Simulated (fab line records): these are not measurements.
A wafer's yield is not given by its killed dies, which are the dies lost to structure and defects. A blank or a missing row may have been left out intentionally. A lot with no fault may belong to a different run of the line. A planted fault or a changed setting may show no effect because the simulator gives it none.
Chamber matching    flow nand-harc    NHARC_A_CHANNEL_HOLE_D1_ETCH_44 on rie-diel-05 has 4 sister chambers
The step etches the open film in CF4/O2, target depth 140 nm, overetch 14 nm, time 77 s. 16 wafers are shown with their chamber, then 8 later ones without.

WAFERS, EACH WITH ITS CHAMBER
wafer   chamber  drypump-motor-current-A (A)  rf-vpp-V (V)  oes-product-au (a.u.)
L478.1  3        6.0                          198.9         1.017
L478.2  2        6.4                          197.5         0.995
L478.5  1        5.7                          199.2         0.997
L479.2  3        6.0                          198.9         1.016
L479.3  0        5.2                          197.9         1.008
L479.6  3        6.0                          199.8         1.023
L485.1  3        6.0                          199.9         1.006
L485.2  2        6.3                          196.2         1.009
L485.6  0        5.2                          197.9         0.996
L486.1  0        5.2                          197.3         0.997
L486.3  1        5.7                          199.4         0.986
L486.6  0        5.2                          197.6         0.986
L492.2  1        5.7                          198.7         0.991
L492.4  3        6.0                          198.0         1.006
L492.6  0        5.2                          198.7         0.991
L493.2  0        5.2                          198.3         0.993

SIGNATURES (averages over the wafers above)
reading                  chamber 0  chamber 1  chamber 2  chamber 3  scatter within a chamber
drypump-motor-current-A  5.200      5.700      6.350      6.000      0.0204
rf-vpp-V                 197.950    199.100    196.850    199.100    0.63
oes-product-au           0.99517    0.99133    1.00200    1.01360    0.00739
Rule: a wafer's distance from a chamber is the root of the sum, over the readings, of the square of ((its reading less the chamber's mean) divided by the reading's scatter). The wafer belongs to the nearest chamber; if the next one is less than 2 further off, it can't be placed. The scatter is the square root of a quotient: the sum, over the shown wafers, of each reading's squared deviation from its chamber's mean, divided by wafers minus chambers.

WAFERS WHOSE CHAMBER IS MISSING
wafer   drypump-motor-current-A (A)  rf-vpp-V (V)  oes-product-au (a.u.)
L493.3  6.0                          197.8         0.987
L493.4  6.3                          198.1         1.006
L494.3  5.7                          198.6         0.991
L494.5  5.2                          196.3         0.987
L494.6  6.0                          199.4         0.988
L497.1  5.7                          199.9         0.994
L497.3  6.0                          197.8         1.000
L497.5  6.4                          197.1         1.004

EACH ONE'S CHAMBER
wafer   from the rows above  in truth
L493.3  3                    3
L493.4  2                    2
L494.3  1                    1
L494.5  0                    0
L494.6  3                    3
L497.1  1                    1
L497.3  3                    3
L497.5  2                    2
Correctly placed: 8 of 8. Can't be placed from these rows: 0. Placed wrongly: 0.
